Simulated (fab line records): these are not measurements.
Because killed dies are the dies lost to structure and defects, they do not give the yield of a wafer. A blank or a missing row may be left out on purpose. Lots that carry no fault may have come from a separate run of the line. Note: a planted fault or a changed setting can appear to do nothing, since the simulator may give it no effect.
fab line records    flow nand-harc
record: lots: 7  wafers: 21  last-day: 24
route steps=1159 shown A_CONTACT@863 END@1159
lots that met no fault: from a run of the same line without faults
start-h: hours from the record's opening day to when the first of the lot's shown wafers began    wait-h: hours elapsed since this lot's preceding step    " the same as in the row above    L1.1+2: several wafers, shown together as one row    - value missing, or start not given    * or withheld: withheld    < > ~ a bound
route shown NAME@n: a module of which the file shows steps, and the number in the route of the first    usual: mean and standard deviation over wafers with no fault    same: alike in all rows    chamber/n: place in a boat    sites: per-site readings    _std_site: the standard deviation of these    _edge_site: mean of outer sites minus mean of inner sites    radius-mm: for every site, how far away it sits from the centre of the wafer    mask NAME#n: copy n    behind: tool/chamber where the wafer was last shaped    hold: why the lot went on hold/how many hours it stayed there/how the hold came to an end    device: whichever transistor did not switch (one of n, p or np)    end of line: the same wafers' tests at the end of the route    a step without rows: its recipe alone    killed: dies that structure and defects cost at the first sort, which is not the same as the wafer's yield    map: a wafer's dies, marking killed ones x, the rest . and places with no die _
set.NAME: the setting the step ran with; set.NAME@STEP: the setting that earlier step ran with    model.NAME: the simulator's own value behind a step, which no gauge read
lots at some steps of the route; a table a step, a row a wafer
services: the hour from which a tool's chamber was out of use, counted from the record's first day as start-h (under 0 if before that day), plus the number of hours and why
== steps ==
step: NHARC_A_CONTACT_ETCH_112
recipe: source-w: withheld  pressure-mtorr: 20  bias-v: 3000  time-s: 94  target-depth-a: 9220  ar-flow-sccm: withheld  c4f8-flow-sccm: withheld  o2-flow-sccm: withheld  chemistry: C4F8/O2/Ar
step: NHARC_A_CONTACT_ETCH_113
recipe: source-w: withheld  pressure-mtorr: 20  bias-v: 3000  time-s: 94  target-depth-a: 9220  ar-flow-sccm: withheld  c4f8-flow-sccm: withheld  o2-flow-sccm: withheld  chemistry: C4F8/O2/Ar
same: time-s: 94
lot.wafer  tool             chamber  start-h  wait-h  rf-hours-counter-h
L569.1     har-cap-etch-01  0        375.46   0.1     57
L569.4     "                0        "        "       -
L569.3     "                1        "        "       -
L574.1     har-cap-etch-03  1        427.26   0.1     91
L574.5     "                1        "        "       -
L574.6     "                0        "        "       -
L576.1     har-cap-etch-02  0        438.55   0.1     19
L576.3     "                0        "        "       -
L576.6     "                0        "        "       -
L577.2     har-cap-etch-01  0        442.54   0.1     68
L577.4     "                0        "        "       -
L577.5     "                0        "        "       -
L584.3     har-cap-etch-01  1        486.47   0.1     -
L584.4     "                0        "        "       -
L584.5     "                0        "        "       -
L589.2     har-cap-etch-03  1        502.95   0.1     105
L589.5     "                1        "        "       -
L589.6     "                0        "        "       -
L587.2     har-cap-etch-01  1        509.55   0.1     79
L587.3     "                1        "        "       -
L587.5     "                0        "        "       -
step: NHARC_A_CONTACT_ETCH_114
recipe: source-w: withheld  pressure-mtorr: 20  bias-v: 3000  time-s: 94  target-depth-a: 9220  ar-flow-sccm: withheld  c4f8-flow-sccm: withheld  o2-flow-sccm: withheld  chemistry: C4F8/O2/Ar
same: time-s: 94
lot.wafer  tool             chamber  start-h  wait-h  rf-hours-counter-h
L569.1     har-cap-etch-01  0        375.55   0.1     57
L569.4     "                0        "        "       -
L569.3     "                1        "        "       -
L574.1     har-cap-etch-03  1        427.35   0.1     91
L574.5     "                1        "        "       -
L574.6     "                0        "        "       -
L576.1     har-cap-etch-02  0        438.64   0.1     19
L576.3     "                0        "        "       -
L576.6     "                0        "        "       -
L577.2     har-cap-etch-01  0        442.63   0.1     68
L577.4     "                0        "        "       -
L577.5     "                0        "        "       -
L584.3     har-cap-etch-01  1        486.56   0.1     -
L584.4     "                0        "        "       -
L584.5     "                0        "        "       -
L589.2     har-cap-etch-03  1        503.04   0.1     105
L589.5     "                1        "        "       -
L589.6     "                0        "        "       -
L587.2     har-cap-etch-01  1        509.67   0.1     79
L587.3     "                1        "        "       -
L587.5     "                0        "        "       -
step: NHARC_A_CONTACT_ETCH_115
recipe: source-w: withheld  pressure-mtorr: 20  bias-v: 3000  time-s: 94  target-depth-a: 9220  ar-flow-sccm: withheld  c4f8-flow-sccm: withheld  o2-flow-sccm: withheld  chemistry: C4F8/O2/Ar
step: NHARC_A_CONTACT_ETCH_116
recipe: source-w: withheld  pressure-mtorr: 20  bias-v: 3000  time-s: 94  target-depth-a: 9220  ar-flow-sccm: withheld  c4f8-flow-sccm: withheld  o2-flow-sccm: withheld  chemistry: C4F8/O2/Ar
step: NHARC_A_CONTACT_ETCH_117
recipe: source-w: withheld  pressure-mtorr: 20  bias-v: 3000  time-s: 94  target-depth-a: 9220  ar-flow-sccm: withheld  c4f8-flow-sccm: withheld  o2-flow-sccm: withheld  chemistry: C4F8/O2/Ar
same: time-s: 94
lot.wafer  tool             chamber  start-h  wait-h  rf-hours-counter-h
L569.1     har-cap-etch-01  0        375.82   0.1     58
L569.4     "                0        "        "       -
L569.3     "                1        "        "       -
L574.1     har-cap-etch-03  1        427.62   0.1     91
L574.5     "                1        "        "       -
L574.6     "                0        "        "       -
L576.1     har-cap-etch-02  0        438.91   0.1     19
L576.3     "                0        "        "       -
L576.6     "                0        "        "       -
L577.2     har-cap-etch-01  0        442.91   0.1     69
L577.4     "                0        "        "       -
L577.5     "                0        "        "       -
L584.3     har-cap-etch-01  1        486.84   0.1     -
L584.4     "                0        "        "       -
L584.5     "                0        "        "       -
L589.2     har-cap-etch-03  1        503.31   0.1     106
L589.5     "                1        "        "       -
L589.6     "                0        "        "       -
L587.2     har-cap-etch-01  1        510.03   0.1     80
L587.3     "                1        "        "       -
L587.5     "                0        "        "       -
step: NHARC_A_CONTACT_ETCH_118
recipe: source-w: withheld  pressure-mtorr: 20  bias-v: 3000  time-s: 94  target-depth-a: 9220  ar-flow-sccm: withheld  c4f8-flow-sccm: withheld  o2-flow-sccm: withheld  chemistry: C4F8/O2/Ar
step: NHARC_A_CONTACT_ETCH_119
recipe: source-w: withheld  pressure-mtorr: 20  bias-v: 3000  time-s: 94  target-depth-a: 9220  ar-flow-sccm: withheld  c4f8-flow-sccm: withheld  o2-flow-sccm: withheld  chemistry: C4F8/O2/Ar
step: NHARC_A_CONTACT_ETCH_120
recipe: source-w: withheld  pressure-mtorr: 20  bias-v: 3000  time-s: 94  target-depth-a: 9220  ar-flow-sccm: withheld  c4f8-flow-sccm: withheld  o2-flow-sccm: withheld  chemistry: C4F8/O2/Ar
same: time-s: 94
lot.wafer  tool             chamber  start-h  wait-h  rf-hours-counter-h
L569.1     har-cap-etch-01  0        376.10   0.1     58
L569.4     "                0        "        "       -
L569.3     "                1        "        "       -
L574.1     har-cap-etch-03  1        427.90   0.1     91
L574.5     "                1        "        "       -
L574.6     "                0        "        "       -
L576.1     har-cap-etch-02  0        439.19   0.1     19
L576.3     "                0        "        "       -
L576.6     "                0        "        "       -
L577.2     har-cap-etch-01  0        443.18   0.1     69
L577.4     "                0        "        "       -
L577.5     "                0        "        "       -
L584.3     har-cap-etch-01  1        487.11   0.1     -
L584.4     "                0        "        "       -
L584.5     "                0        "        "       -
L589.2     har-cap-etch-03  1        503.58   0.1     106
L589.5     "                1        "        "       -
L589.6     "                0        "        "       -
L587.2     har-cap-etch-01  1        510.39   0.1     80
L587.3     "                1        "        "       -
L587.5     "                0        "        "       -
step: NHARC_A_CONTACT_ETCH_121
recipe: source-w: withheld  pressure-mtorr: 20  bias-v: 3000  time-s: 94  target-depth-a: 9220  ar-flow-sccm: withheld  c4f8-flow-sccm: withheld  o2-flow-sccm: withheld  chemistry: C4F8/O2/Ar
step: NHARC_A_CONTACT_ETCH_122
recipe: source-w: withheld  pressure-mtorr: 20  bias-v: 3000  time-s: 95  target-depth-a: 9300  ar-flow-sccm: withheld  c4f8-flow-sccm: withheld  o2-flow-sccm: withheld  chemistry: C4F8/O2/Ar
same: time-s: 95
lot.wafer  tool             chamber  start-h  wait-h  rf-hours-counter-h
L569.1     har-cap-etch-01  0        376.28   0.1     58
L569.4     "                0        "        "       -
L569.3     "                1        "        "       -
L574.1     har-cap-etch-03  1        428.08   0.1     92
L574.5     "                1        "        "       -
L574.6     "                0        "        "       -
L576.1     har-cap-etch-02  0        439.37   0.1     20
L576.3     "                0        "        "       -
L576.6     "                0        "        "       -
L577.2     har-cap-etch-01  0        443.36   0.1     69
L577.4     "                0        "        "       -
L577.5     "                0        "        "       -
L584.3     har-cap-etch-01  1        487.29   0.1     -
L584.4     "                0        "        "       -
L584.5     "                0        "        "       -
L589.2     har-cap-etch-03  1        503.77   0.1     106
L589.5     "                1        "        "       -
L589.6     "                0        "        "       -
L587.2     har-cap-etch-01  1        510.64   0.1     80
L587.3     "                1        "        "       -
L587.5     "                0        "        "       -
step: NHARC_A_CONTACT_ETCH_123
recipe: source-w: withheld  pressure-mtorr: 20  bias-v: 400  time-s: 253  target-depth-a: 10900  ar-flow-sccm: withheld  c4f8-flow-sccm: 11.5  o2-flow-sccm: 7.2  chemistry: C4F8/O2/Ar
step: NHARC_A_CONTACT_ETCH_90
recipe: target-depth-a: 400  over-etch-frac: 0.5  time-s: 85.7  ion-energy-ev: 120  ch3f-flow-sccm: 50  o2-flow-sccm: 30  ar-flow-sccm: 200  rf-w: 500  bias-w: 100  chemistry: CH3F/O2
usual: drypump-motor-current-A: 5.9/0.41  oes-product-au: 0.95/0.036  rf-vpp-V: 244.9/1.8  showerhead-plenum-p-Torr: 2.50/0.1  throttle-valve-pct: 20.663/0.0093
same: time-s: 85.7
lot.wafer  tool         chamber  start-h  wait-h  drypump-motor-current-A  oes-product-au  rf-hours-counter-h  rf-vpp-V  showerhead-plenum-p-Torr  throttle-valve-pct
L569.3     rie-diel-08  2        376.97   0.4     5.3                      0.92            30                  245.9     2.62                      20.647
L569.1     "            3        "        "       5.4                      0.92            24                  242.8     2.36                      20.682
L569.4     "            0        "        "       6.2                      0.92            27                  243.4     2.54                      20.676
L574.1     rie-diel-05  3        428.77   0.5     5.9                      0.93            15                  246.9     2.59                      20.682
L574.6     "            3        "        "       5.9                      0.75            -                   246.5     2.59                      20.667
L574.5     "            0        "        "       6.3                      0.93            -                   245.1     2.56                      20.672
L576.1     rie-diel-05  1        440.06   0.5     5.3                      0.93            17                  246.5     2.58                      20.677
L576.3     "            0        "        "       6.3                      0.75            18                  244.5     2.56                      20.666
L576.6     "            2        "        "       6.2                      0.74            -                   245.7     2.53                      20.662
L577.2     rie-diel-05  2        444.08   0.6     6.2                      0.92            19                  246.0     2.53                      20.646
L577.4     "            3        "        "       5.9                      0.74            17                  246.1     2.58                      20.668
L577.5     "            0        "        "       6.3                      0.92            -                   246.6     2.56                      20.678
L584.3     rie-diel-11  1        487.97   0.5     6.2                      0.93            38                  245.5     2.52                      20.659
L584.4     "            2        "        "       5.8                      0.92            37                  242.8     2.42                      20.666
L584.5     "            1        "        "       6.2                      0.93            -                   244.6     2.52                      20.658
L589.2     rie-diel-05  1        504.46   0.5     5.3                      0.92            30                  246.8     2.58                      20.656
L589.5     "            2        "        "       6.2                      0.92            -                   245.8     2.52                      20.657
L589.6     "            0        "        "       6.3                      0.93            -                   245.1     2.55                      20.660
L587.3     rie-diel-05  1        511.48   0.5     5.3                      1.00            32                  247.1     2.58                      20.653
L587.2     "            2        "        "       6.2                      1.00            31                  245.6     2.52                      20.659
L587.5     "            2        "        "       6.2                      1.00            -                   244.4     2.52                      20.649
step: NHARC_A_CONTACT_ETCH_96
recipe: target-depth-a: 200  over-etch-frac: 0.5  time-s: 10  ion-energy-ev: 250  c4f6-flow-sccm: 25  o2-flow-sccm: 20  ar-flow-sccm: 500  rf-w: 600  bias-w: 500  chemistry: C4F6/O2
step: NHARC_END_SORT_01
recipe: temp-c: 25
usual: killed-at-array: 27/10  killed-at-other: 0.6/1  killed-at-periphery: 3.4/2.7  killed-dies: 31/9.7  killed-open: 3.4/1.7  killed-short: 2.2/1.5
same: gross-dies: 677
lot.wafer  tool       chamber  start-h  wait-h  killed-at-array  killed-at-other  killed-at-periphery  killed-dies  killed-open  killed-short
L569.1     prober-02  0        450.41   2.5     31               0                3                    34           4            4
L569.3     prober-02  0        452.03   3.1     26               0                1                    27           3            2
L569.4     prober-02  0        452.85   3.4     25               0                5                    30           5            1
L576.1     prober-01  0        510.38   2.5     9                0                5                    14           4            2
L576.3     prober-01  0        511.99   3.1     9                1                4                    14           1            3
L576.6     prober-01  0        514.40   4.0     16               0                5                    21           7            3
L584.3     prober-01  0        556.53   3.1     39               1                1                    41           6            1
L584.4     prober-01  0        557.34   3.4     44               1                0                    45           4            4
L584.5     prober-01  0        558.15   3.7     36               1                2                    39           3            5
L587.2     prober-01  0        579.24   2.8     31               0                2                    33           4            3
L587.3     prober-01  0        580.05   3.1     32               0                7                    39           3            3
L587.5     prober-01  0        581.67   3.7     17               1                8                    26           2            5
killed by level:class
L569.1 A_CHANNEL_HOLE_D1:chamber-film-flake=16 A_STAIRCASE:chamber-film-flake=5 A_CHANNEL_FILL_D1:geometric-particle:short=3 A_CONTACT:chamber-film-flake=3 A_CHANNEL_FILL_D1:geometric-particle:open=2 A_M0:geometric-particle:open=2 P_STI:geometric-particle:short=1 P_ZERO_WELL:chamber-film-flake=1
L569.3 A_CHANNEL_HOLE_D1:chamber-film-flake=12 A_CONTACT:chamber-film-flake=5 A_STAIRCASE:chamber-film-flake=3 A_CONTACT:geometric-particle:open=2 A_ONON_D1:geometric-particle:short=1 A_STAIRCASE:geometric-particle:open=1 A_WL_FILL:geometric-particle:short=1 P_GATE:chamber-film-flake=1
L569.4 A_CHANNEL_HOLE_D1:chamber-film-flake=8 A_STAIRCASE:chamber-film-flake=6 A_CONTACT:chamber-film-flake=5 P_CONTACT:geometric-particle:open=2 A_WL_FILL:chamber-film-flake=2 P_GATE:geometric-particle:open=1 A_SOURCE_PLATE:geometric-particle:open=1 A_WL_FILL:geometric-particle:short=1
L576.1 A_CHANNEL_HOLE_D1:chamber-film-flake=4 P_CONTACT:geometric-particle:open=1 P_M0:geometric-particle:open=1 P_M1:geometric-particle:open=1 A_SGD_CUT:geometric-particle:open=1 A_SGD_CUT:geometric-particle:short=1 A_WL_FILL:geometric-particle:short=1 P_ZERO_WELL:chamber-film-flake=1
L576.3 A_CONTACT:chamber-film-flake=3 P_ZERO_WELL:chamber-film-flake=2 P_M2:chamber-film-flake=2 A_CHANNEL_FILL_D1:geometric-particle:short=1 A_WL_FILL:geometric-particle:short=1 A_WL_FILL:geometric-particle:open=1 A_M0:geometric-particle:short=1 A_CHANNEL_FILL_D1:chamber-film-flake=1
L576.6 A_CONTACT:geometric-particle:open=3 A_CHANNEL_HOLE_D1:chamber-film-flake=3 A_CONTACT:chamber-film-flake=3 A_CHANNEL_FILL_D1:chamber-film-flake=2 P_CONTACT:geometric-particle:short=1 P_M0:geometric-particle:open=1 P_M0:geometric-particle:short=1 A_CHANNEL_HOLE_D1:geometric-particle:open=1
L584.3 A_CHANNEL_HOLE_D1:chamber-film-flake=20 A_SLIT:chamber-film-flake=11 A_CONTACT:geometric-particle:open=4 P_M0:geometric-particle:open=1 A_WL_FILL:geometric-particle:short=1 A_M0:geometric-particle:open=1 A_SGD_CUT:chamber-film-flake=1 A_CONTACT:chamber-film-flake=1
L584.4 A_SLIT:chamber-film-flake=15 A_CHANNEL_HOLE_D1:chamber-film-flake=14 A_SGD_CUT:chamber-film-flake=6 A_CONTACT:geometric-particle:open=2 A_ONON_D1:geometric-particle:short=1 A_CHANNEL_FILL_D1:geometric-particle:short=1 A_WL_FILL:geometric-particle:open=1 A_CONTACT:geometric-particle:short=1
L584.5 A_CHANNEL_HOLE_D1:chamber-film-flake=15 A_SLIT:chamber-film-flake=8 A_SGD_CUT:chamber-film-flake=3 A_STAIRCASE:chamber-film-flake=2 P_M0:geometric-particle:short=1 P_M2:geometric-particle:short=1 A_ONON_D1:geometric-particle:open=1 A_CHANNEL_FILL_D1:geometric-particle:short=1
L587.2 A_CHANNEL_HOLE_D1:chamber-film-flake=9 A_CONTACT:chamber-film-flake=7 A_STAIRCASE:chamber-film-flake=6 A_CHANNEL_FILL_D1:geometric-particle:open=2 A_ONON_D1:geometric-particle:short=1 A_CHANNEL_HOLE_D1:geometric-particle:short=1 A_CHANNEL_HOLE_D1:geometric-particle:open=1 A_CHANNEL_FILL_D1:geometric-particle:short=1
L587.3 A_CONTACT:chamber-film-flake=12 A_CHANNEL_HOLE_D1:chamber-film-flake=9 P_ZERO_WELL:chamber-film-flake=4 P_GATE:chamber-film-flake=2 A_STAIRCASE:chamber-film-flake=2 A_BONDPAD:chamber-film-flake=2 A_M0:geometric-particle:short=1 A_ONON_D1:geometric-particle:short=1
L587.5 A_CHANNEL_HOLE_D1:chamber-film-flake=5 P_ZERO_WELL:chamber-film-flake=4 A_CONTACT:chamber-film-flake=4 A_STAIRCASE:chamber-film-flake=3 P_CONTACT:geometric-particle:short=1 P_M0:geometric-particle:short=1 A_CHANNEL_FILL_D1:geometric-particle:short=1 A_CONTACT:geometric-particle:open=1
== services ==
tool             chamber  start-h  hours  kind
rie-diel-11      -        366.51   9.0    pm
rie-diel-05      0        374.12   -      clean
rie-diel-05      1        374.12   -      clean
rie-diel-05      2        374.12   -      clean
rie-diel-05      3        374.12   -      clean
rie-diel-05      0        398.63   -      clean
rie-diel-05      1        398.63   -      clean
rie-diel-05      2        398.63   -      clean
rie-diel-05      3        398.63   -      clean
rie-diel-08      2        418.57   3.9    repair
rie-diel-05      0        423.17   -      clean
rie-diel-05      1        423.17   -      clean
rie-diel-05      2        423.17   -      clean
rie-diel-05      3        423.17   -      clean
rie-diel-05      3        433.93   4.6    repair
rie-diel-08      2        440.89   3.3    repair
rie-diel-05      0        447.73   -      clean
rie-diel-05      1        447.73   -      clean
rie-diel-05      2        447.73   -      clean
rie-diel-05      3        447.73   -      clean
rie-diel-08      -        479.31   9.0    pm
har-cap-etch-01  -        481.07   0.2    repair
rie-diel-05      3        497.47   16.2   repair
har-cap-etch-02  -        509.96   0.2    repair
== key ==
first-sign: step: NHARC_A_CONTACT_ETCH_90  reading: oes-product-au  direction: down  sigmas: 5.7  usual: 0.95  struck: 0.75
effect none on later readings
met-at NHARC_A_CONTACT_ETCH_90
struck-wafers L574.6,L576.3,L576.6,L577.4
tester-left-out L574,L576,L577
fault: kind: process-parameter-drift  tool: rie-diel-05  chamber: -  onset-h: 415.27  steps: NHARC_A_CONTACT_ETCH_90  channel: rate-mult  offset: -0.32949  shape: step  end-h: 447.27  scope: struck-wafers-only
tester-left-out: of these lots the tester's yield and bins aren't shown, on N5 and GAA mostly nor the transistor test; their killed dies are dies lost to structure and defects alone, not to doping, threshold or leakage, so they don't give the yield
